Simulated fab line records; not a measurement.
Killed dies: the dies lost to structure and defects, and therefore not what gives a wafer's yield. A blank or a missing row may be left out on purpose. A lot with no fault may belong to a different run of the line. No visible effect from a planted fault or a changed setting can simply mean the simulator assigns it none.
What tool caused it? / flow n5_finfet / 6 lots, 16 wafers sampled, at 2 steps of a route of 1938

WHAT EACH GAUGE READ, for each wafer
N5_HKMG_FIN_THK_MEAS_70: measures by xrf.
lot=L780; measured=day 4 18:37; on=film_metro-02; HK_THK (nm)=1.612 1.588
lot=L782; measured=day 5 01:24; on=film_metro-01; HK_THK (nm)=1.622 1.629 1.623
lot=L794; measured=day 8 02:09; on=film_metro-02; HK_THK (nm)=1.604 1.603 1.594
lot=L797; measured=day 8 18:35; on=film_metro-01; HK_THK (nm)=1.629 1.636
lot=L799; measured=day 9 05:04; on=film_metro-02; HK_THK (nm)=1.648 1.578 1.640
lot=L801; measured=day 10 00:07; on=film_metro-02; HK_THK (nm)=1.600 1.594 1.616

TOOL THAT RAN EACH LOT (tool first, then ch and the chambers of the sampled wafers, then the start)
lot=L780; N5_HKMG_FIN_ALD_79=ald_metal-04 ch 0,3, day 4 17:34
lot=L782; N5_HKMG_FIN_ALD_79=ald_metal-01 ch 0,3, day 5 00:20
lot=L794; N5_HKMG_FIN_ALD_79=ald_metal-03 ch 0,1,2, day 8 01:05
lot=L797; N5_HKMG_FIN_ALD_79=ald_metal-01 ch 1,3, day 8 17:33
lot=L799; N5_HKMG_FIN_ALD_79=ald_metal-04 ch 0,1,2, day 9 04:01
lot=L801; N5_HKMG_FIN_ALD_79=ald_metal-03 ch 1,2, day 9 22:55
- N5_HKMG_FIN_ALD_79: deposits TiN, target thk 1.5 nm, pulse time 1 s, purge time 3 s.

THE ANSWER, worked out from the rows above alone
Rule: the usual values come from the lots themselves. The widest of any qualifying gaps counts: lots, ordered by their means at a reading, are off when they make up no more than a third of the lots, leave a main group of 4 or more, and stand apart from it by 3 or more times the standard deviation of that group's means. A main group is skipped when, at the precision printed for the reading in the tables above, its means are all equal. Also off: a lot with no number at a reading for which 4 or more lots have one. Where the step has rows for the other lots, those lots are counted as sound.
No lot is off at any reading shown: from this, nothing can be told.

WHAT HAD BEEN PUT IN BY THE SIMULATOR
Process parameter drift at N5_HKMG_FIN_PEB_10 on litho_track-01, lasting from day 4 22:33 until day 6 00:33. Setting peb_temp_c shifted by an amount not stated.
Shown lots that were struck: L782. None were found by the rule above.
